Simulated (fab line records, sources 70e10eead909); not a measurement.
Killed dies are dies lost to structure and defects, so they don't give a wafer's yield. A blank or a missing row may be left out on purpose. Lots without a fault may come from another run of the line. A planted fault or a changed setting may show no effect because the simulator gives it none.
Chamber matching | flow nand_harc | NHARC_A_CHANNEL_FILL_D1_CMP_10 on cmp-04: 4 sister chambers
The step polishes, target thk 150 nm. 4 wafers are shown with their chamber, then 12 later ones without.

WAFERS WITH THEIR CHAMBER
wafer  | chamber | motor_current_A (A)
L083.4 | 1       | 12.9
L083.6 | 3       | 13.2
L083.1 | 2       | 9.4
L083.5 | 0       | 12.4

WAFERS WITHOUT THEIR CHAMBER
wafer  | motor_current_A (A)
L088.1 | 12.3
L088.3 | 13.6
L088.5 | 13.8
L094.1 | 9.5
L094.2 | 12.9
L094.3 | 11.7
L095.2 | 8.7
L095.4 | 14.6
L095.6 | 10.1
L097.2 | 13.2
L097.3 | 9.5
L097.6 | 9.3

WHICH CHAMBER EACH WENT THROUGH
wafer  | from the rows above          | in truth
L088.1 | can't be placed: 0 or 1 or 3 | 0
L088.3 | can't be placed: 3 or 1 or 0 | 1
L088.5 | can't be placed: 3 or 1 or 0 | 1
L094.1 | 2                            | 2
L094.2 | can't be placed: 1 or 3 or 0 | 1
L094.3 | can't be placed: 0 or 1 or 3 | 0
L095.2 | 2                            | 2
L095.4 | can't be placed: 3 or 1 or 0 | 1
L095.6 | 2                            | 2
L097.2 | can't be placed: 3 or 1 or 0 | 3
L097.3 | 2                            | 2
L097.6 | 2                            | 2
Placed correctly: 5 of 12. Can't be placed from these rows: 7 (the true chamber is among the candidates in 7). Placed wrongly: 0.
How it was worked out, from the rows above alone: a wafer's distance from a chamber is the root of the sum, over the readings, of the square of ((its reading less the chamber's mean) divided by the reading's scatter). The wafer belongs to the nearest chamber; if the next one is less than 2 further off, it can't be placed. A chamber's mean is the mean of its shown wafers. The scatter: with one shown wafer a chamber, the root of the mean of the squares of how far each hidden wafer lies from its nearest shown one.
